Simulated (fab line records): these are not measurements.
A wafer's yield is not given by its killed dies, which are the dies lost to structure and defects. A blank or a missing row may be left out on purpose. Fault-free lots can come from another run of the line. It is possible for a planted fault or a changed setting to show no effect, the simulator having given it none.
Chamber matching	flow n5-finfet	N5_FIN_SAQP_SPACER1_ALD_24 on ald-sin-01: 4 sister chambers
The step deposits SiO2, target thk 20.3 nm, pulse time 1 s, purge time 2 s. 27 wafers are shown with their chamber, then 12 later ones without.

## WAFERS PAIRED WITH THEIR CHAMBERS
wafer	chamber	heater-power-w (W)	precursor-pulse-height-rel	chamber-pressure-Torr (Torr)
L074.4	0	421	0.990	2.005
L074.5	1	530	0.991	2.003
L074.6	2	480	1.035	2.006
L077.1	1	549	0.988	2.004
L077.2	0	409	1.005	2.005
L077.3	2	477	1.006	1.997
L078.2	2	467	0.989	1.999
L078.4	3	499	1.038	2.007
L078.5	3	504	1.007	1.998
L080.1	2	473	0.995	1.993
L080.2	0	420	0.981	1.995
L080.6	1	546	1.019	1.999
L081.1	3	493	0.975	1.998
L081.3	1	546	0.996	2.000
L081.4	2	481	1.007	2.003
L082.2	3	504	1.008	1.994
L082.3	1	545	0.984	2.000
L082.4	2	484	0.982	1.997
L083.1	0	429	0.985	2.004
L083.4	2	473	0.999	1.995
L083.6	2	472	1.009	2.000
L085.4	2	479	0.995	1.997
L085.5	1	533	0.995	1.993
L085.6	2	474	1.015	2.003
L088.2	3	505	1.050	2.000
L088.4	2	478	1.009	1.992
L088.6	3	488	1.033	1.998

SIGNATURES, as means of the wafers listed above
reading	chamber 0	chamber 1	chamber 2	chamber 3	scatter within a chamber
heater-power-w	419.75	541.50	476.18	498.83	6.58
precursor-pulse-height-rel	0.99025	0.99550	1.00373	1.01850	0.0173
chamber-pressure-Torr	2.00225	1.99983	1.99836	1.99917	0.00432
Rule: for a wafer and a chamber, the distance is found by dividing, reading by reading, the gap between the wafer's reading and the chamber's mean by the reading's scatter, squaring, summing and taking the root. If the next closest chamber is less than 2 further off than the closest, the wafer can't be placed; otherwise it belongs to the closest. How the scatter is found: for the shown wafers, subtract from each reading the mean of its chamber, square and add these, divide the total by (wafers less chambers), then take the root.

## WAFERS MISSING THEIR CHAMBER
wafer	heater-power-w (W)	precursor-pulse-height-rel	chamber-pressure-Torr (Torr)
L089.1	496	1.025	2.000
L089.4	423	1.016	1.997
L089.6	427	0.983	1.997
L090.2	524	1.001	2.008
L090.3	425	1.009	2.002
L090.4	478	1.003	2.000
L094.2	476	1.000	1.996
L094.4	546	1.000	1.992
L094.5	539	0.991	2.001
L097.3	543	0.995	1.996
L097.4	435	1.010	2.002
L097.5	497	1.003	1.993

## WHICH CHAMBER EACH ONE RAN IN
wafer	from the rows above	in truth
L089.1	3	3
L089.4	0	0
L089.6	0	0
L090.2	can't be placed: 1 or 3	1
L090.3	0	0
L090.4	2	2
L094.2	2	2
L094.4	1	1
L094.5	1	1
L097.3	1	1
L097.4	0	0
L097.5	can't be placed: 3 or 2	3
Correct placement for 10 of the 12. Can't be placed from these rows: 2 (the true chamber is among the candidates in 2). Wrongly placed: 0.
